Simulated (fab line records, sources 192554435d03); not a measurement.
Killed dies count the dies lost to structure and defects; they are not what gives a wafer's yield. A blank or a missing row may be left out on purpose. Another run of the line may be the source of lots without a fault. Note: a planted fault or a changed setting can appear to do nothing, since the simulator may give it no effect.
Which tool did it?    flow n5Finfet    8 lots with 23 wafers sampled at 7 steps, on a route of 1938 steps

== WHAT EACH GAUGE READ, for each wafer ==
N5_FIN_SAQP_THK_MEAS_07.
lot   measured     on            thkNm (nm)
L448  day 2 05:01  filmMetro-01  59.3 59.9 60.8
L453  day 3 10:28  filmMetro-02  59.7 59.2 60.3
L454  day 3 15:43  filmMetro-01  60.3 60.6 60.8
L463  day 5 21:03  filmMetro-02  60.3 31.2
L464  day 6 03:43  filmMetro-01  30.9 61.0 60.1
L467  day 6 22:25  filmMetro-01  59.8 59.3 60.3
L468  day 7 04:49  filmMetro-01  59.9 59.4 60.7
L469  day 7 10:32  filmMetro-01  60.3 59.9 60.4

N5_BEOL_M4_RC_MEAS_101.
lot   measured      on         DIBL_N (mV/V)   DIBL_P (mV/V)   IOFF_N (nA/um)     IOFF_P (nA/um)     ION_N (uA/um)  ION_P (uA/um)  SS_N (mV/dec)   SS_P (mV/dec)   VT_N (mV)          VT_P (mV)
L448  day 8 04:57   prober-02  34.9 34.1 35.3  33.6 33.5 35.0  0.130 0.120 0.145  0.184 0.181 0.213  652 660 664    452 455 463    71.9 71.0 71.7  72.2 72.6 72.7  256.1 254.3 251.9  -249.7 -250.7 -250.3
L453  day 9 10:04   prober-01  34.1 35.3 36.0  35.0 36.8 37.7  0.128 0.150 0.161  0.162 0.179 0.186  660 674 676    452 457 460    71.6 71.1 72.0  72.4 73.4 73.6  252.3 249.7 251.4  -254.1 -254.3 -253.0
L454  day 10 00:45  prober-02  33.8 35.1 34.4  33.6 34.5 34.1  0.126 0.141 0.131  0.147 0.155 0.148  669 669 665    453 443 448    70.9 71.8 70.8  72.7 72.7 72.1  251.1 251.5 252.5  -256.9 -256.8 -256.1
L463  day 12 05:38  prober-01  39.0 37.4       37.3 35.3       0.177 0.144        0.217 0.196        675 675        457 458        71.8 71.4       74.6 73.4       250.3 247.9        -251.7 -251.1
L464  day 12 11:29  prober-02  36.4 35.6 35.2  35.5 35.2 34.7  0.143 0.139 0.133  0.189 0.183 0.179  663 666 671    457 455 466    72.0 71.2 70.8  73.6 72.5 72.3  251.3 253.8 253.2  -252.0 -253.8 -254.1
L467  day 12 22:28  prober-02  39.1 38.5 37.6  39.8 39.4 38.0  0.211 0.195 0.187  0.260 0.250 0.231  682 685 686    462 464 469    72.3 72.4 71.8  74.4 73.7 73.0  243.3 248.6 243.6  -250.6 -249.5 -249.3
L468  day 13 16:23  prober-01  35.4 36.3 37.0  36.7 38.7 39.4  0.188 0.205 0.231  0.220 0.250 0.267  688 680 676    469 465 462    71.3 71.7 72.3  73.3 73.7 74.4  243.8 244.3 243.5  -248.9 -249.2 -249.4
L469  day 13 18:04  prober-01  35.9 37.2 34.9  35.7 35.9 34.2  0.155 0.157 0.132  0.183 0.196 0.171  679 670 666    461 454 451    71.4 71.7 70.5  72.8 73.5 73.4  248.4 250.7 252.3  -253.1 -252.3 -254.2

== TOOL THAT RAN EACH LOT (tool first, then ch and the chambers of the sampled wafers, then the start) ==
lot   N5_PMOS_HMC_CHANNEL_EPI_HM_OPEN_15  N5_FIN_SAQP_HM_DEP_03           N5_FIN_SAQP_PECVD_06            N5_FIN_SAQP_HM_DEP_72           N5_FIN_SAQP_MANDREL_ETCH_22
L448  rieDiel-03 ch 0,2,3, day 2 01:28    pecvd-04 ch 0,1, day 2 04:42    pecvd-03 ch 0,1, day 2 04:56    pecvd-02 ch 0,1, day 2 05:04    rieSi-04 ch 1,2,3, day 2 05:56
L453  rieDiel-03 ch 0,1,3, day 3 05:14    pecvd-04 ch 1,2, day 3 10:10    pecvd-02 ch 0,1, day 3 10:22    pecvd-04 ch 0,1,2, day 3 10:30  rieSi-04 ch 0,1,3, day 3 11:20
L454  rieDiel-04 ch 1,2, day 3 11:37      pecvd-03 ch 0,2, day 3 15:26    pecvd-03 ch 0,1,2, day 3 15:38  pecvd-02 ch 0,1,2, day 3 15:46  rieSi-04 ch 0,1,2, day 3 16:35
L463  rieDiel-01 ch 1,3, day 5 17:08      pecvd-04 ch 0,1, day 5 20:47    pecvd-03 ch 1,2, day 5 20:59    pecvd-02 ch 0,2, day 5 21:07    rieSi-03 ch 2,3, day 5 21:55
L464  rieDiel-04 ch 1,2,3, day 5 23:16    pecvd-02 ch 0,1,2, day 6 03:26  pecvd-03 ch 0,1,2, day 6 03:38  pecvd-02 ch 0,1,2, day 6 03:46  rieSi-01 ch 0,2,3, day 6 04:35
L467  rieDiel-01 ch 1,2,3, day 6 18:32    pecvd-02 ch 0,2, day 6 22:07    pecvd-02 ch 0,1,2, day 6 22:20  pecvd-02 ch 0,1,2, day 6 22:28  rieSi-03 ch 1,2,3, day 6 23:17
L468  rieDiel-03 ch 0,1,2, day 7 00:57    pecvd-04 ch 0,1, day 7 04:31    pecvd-02 ch 0,1, day 7 04:43    pecvd-02 ch 0,1, day 7 04:51    rieSi-01 ch 0,1,3, day 7 05:43
L469  rieDiel-01 ch 2,3, day 7 06:01      pecvd-02 ch 0,1,2, day 7 10:11  pecvd-04 ch 0,2, day 7 10:27    pecvd-03 ch 0,2, day 7 10:35    rieSi-03 ch 0,1,2, day 7 11:17
- N5_PMOS_HMC_CHANNEL_EPI_HM_OPEN_15: chemistry CHF3/O2, target SiO2, target depth 40.6 nm, time 20.3 s.
- N5_FIN_SAQP_HM_DEP_03: deposits SiNx from SiH4/NH3/N2, target thk 38 nm, time 33.6 s.
- N5_FIN_SAQP_PECVD_06: deposits a-Si from SiH4/He, target thk 60 nm, time 48.1 s.
- N5_FIN_SAQP_HM_DEP_72: deposits SiO2 from SiH4/N2O, target thk 12 nm, time 7.2 s.
- N5_FIN_SAQP_MANDREL_ETCH_22: etches a-Si in HBr/Cl2, stops on SiNx, target depth 60 nm, bt time 10 s, time 30 s.

== WHAT THE TOOLS THEMSELVES READ (means of the sampled wafers that have a number; where no wafer has one, the mark that the record gives instead) ==
N5_PMOS_HMC_CHANNEL_EPI_HM_OPEN_15.
lot   tool        drypumpMotorCurrentA (A)  oes_f_703_au (a.u.)  oesProductAu (a.u.)  rfFwdPowerW (W)  rfVppV (V)  showerheadPlenumPTorr (Torr)  throttleValvePct (%)
L448  rieDiel-03  5.7                       0.75                 0.75                 645.0            523         2.35                          18.85
L453  rieDiel-03  5.9                       0.74                 0.75                 644.2            525         2.38                          18.84
L454  rieDiel-04  5.9                       0.72                 0.71                 645.2            524         2.42                          19.05
L463  rieDiel-01  5.5                       0.73                 0.74                 644.9            530         2.41                          18.95
L464  rieDiel-04  6.1                       0.71                 0.70                 645.1            522         2.39                          18.97
L467  rieDiel-01  5.8                       0.72                 0.72                 647.8            527         2.39                          19.05
L468  rieDiel-03  5.6                       0.75                 0.75                 644.1            524         2.41                          18.89
L469  rieDiel-01  6.4                       0.72                 0.71                 644.7            526         2.36                          19.06

N5_FIN_SAQP_HM_DEP_03.
lot   tool      heaterPowerOuterW (W)  heaterPowerW (W)  rfFwdPowerW (W)  showerheadPlenumPTorr (Torr)  throttleValvePct (%)
L448  pecvd-04  469                    899               296.0            5.11                          37.7
L453  pecvd-04  523                    968               296.3            5.09                          38.9
L454  pecvd-03  488                    825               298.6            5.15                          40.3
L463  pecvd-04  560                    980               296.5            5.14                          37.5
L464  pecvd-02  463                    779               298.8            5.15                          38.5
L467  pecvd-02  415                    683               297.1            5.18                          38.4
L468  pecvd-04  513                    935               296.4            5.11                          37.9
L469  pecvd-02  467                    767               297.0            5.15                          38.5

N5_FIN_SAQP_PECVD_06.
lot   tool      heaterPowerOuterW (W)  heaterPowerW (W)  rfFwdPowerW (W)  showerheadPlenumPTorr (Torr)  throttleValvePct (%)
L448  pecvd-03  412                    690               99.4             5.676                         19.8
L453  pecvd-02  528                    869               98.9             5.680                         18.0
L454  pecvd-03  519                    829               99.4             5.674                         19.2
L463  pecvd-03  578                    894               99.8             5.675                         19.1
L464  pecvd-03  514                    819               99.4             5.677                         19.2
L467  pecvd-02  484                    776               99.5             5.678                         17.6
L468  pecvd-02  523                    878               99.2             5.676                         18.0
L469  pecvd-04  627                    1006              99.3             5.705                         17.1

N5_FIN_SAQP_HM_DEP_72.
lot   tool      heaterPowerOuterW (W)  heaterPowerW (W)  rfFwdPowerW (W)  showerheadPlenumPTorr (Torr)
L448  pecvd-02  508                    836               271.3            8.18
L453  pecvd-04  536                    918               271.7            8.13
L454  pecvd-02  428                    715               272.8            8.18
L463  pecvd-02  424                    682               272.6            8.20
L464  pecvd-02  461                    768               272.3            8.19
L467  pecvd-02  473                    772               272.3            8.17
L468  pecvd-02  486                    821               272.7            8.17
L469  pecvd-03  468                    781               272.9            8.16

N5_FIN_SAQP_MANDREL_ETCH_22.
lot   tool      drypumpMotorCurrentA (A)  heBacksideLeakSccm (sccm)  oesProductAu (a.u.)  rfFwdPowerW (W)  throttleValvePct (%)
L448  rieSi-04  6.0                       2.90                       0.778                793.6            35.20
L453  rieSi-04  5.6                       2.80                       0.778                794.5            35.31
L454  rieSi-04  5.8                       2.93                       0.784                793.4            35.27
L463  rieSi-03  5.8                       2.91                       0.659                796.4            35.59
L464  rieSi-01  5.4                       2.74                       0.703                797.8            35.50
L467  rieSi-03  5.9                       2.66                       0.774                796.3            35.47
L468  rieSi-01  5.2                       2.86                       0.774                795.7            35.50
L469  rieSi-03  5.6                       2.79                       0.767                795.1            35.32

== THE ANSWER, worked out from the rows above alone ==
Rule: the usual values come from the lots themselves. The widest of any qualifying gaps counts: lots, ordered by their means at a reading, are off when they make up no more than a third of the lots, leave a main group of 4 or more, and stand apart from it by 3 or more times the standard deviation of that group's means. A main group is skipped when, at the precision printed for the reading in the tables above, its means are all equal. Also off: a lot with no number at a reading for which 4 or more lots have one. All remaining lots with rows at the step are treated as sound. Order of review: gauges by route order, followed by the tools' own readings, for which a lot's mean as printed above is used. The first step at which some lot is off is used, and at that step the reading that is off furthest; a lot without a number counts as furthest.
Off: L463, L464, at N5_FIN_SAQP_THK_MEAS_07 (thkNm). Mean 60.0 nm and standard deviation 0.28 in the main group.
If a tool, at a process step before that reading, ran all the lots that are off and no sound lot after the first of them, it fits. Not tried: the gauges at N5_FIN_SAQP_THK_MEAS_07; whatever is off there is also off at N5_FIN_SAQP_MANDREL_ETCH_22, on other tools, and gauge error can't account for it. One fits: pecvd-03 at N5_FIN_SAQP_PECVD_06. Its last sound lot is L454 (day 3 15:38), its first lot that is off L463 (day 5 20:59): a fault that began between those two fits.

== WHAT THE SIMULATOR PUT IN ==
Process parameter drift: pecvd-03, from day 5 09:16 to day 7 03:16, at N5_FIN_SAQP_PECVD_06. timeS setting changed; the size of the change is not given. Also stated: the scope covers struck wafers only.
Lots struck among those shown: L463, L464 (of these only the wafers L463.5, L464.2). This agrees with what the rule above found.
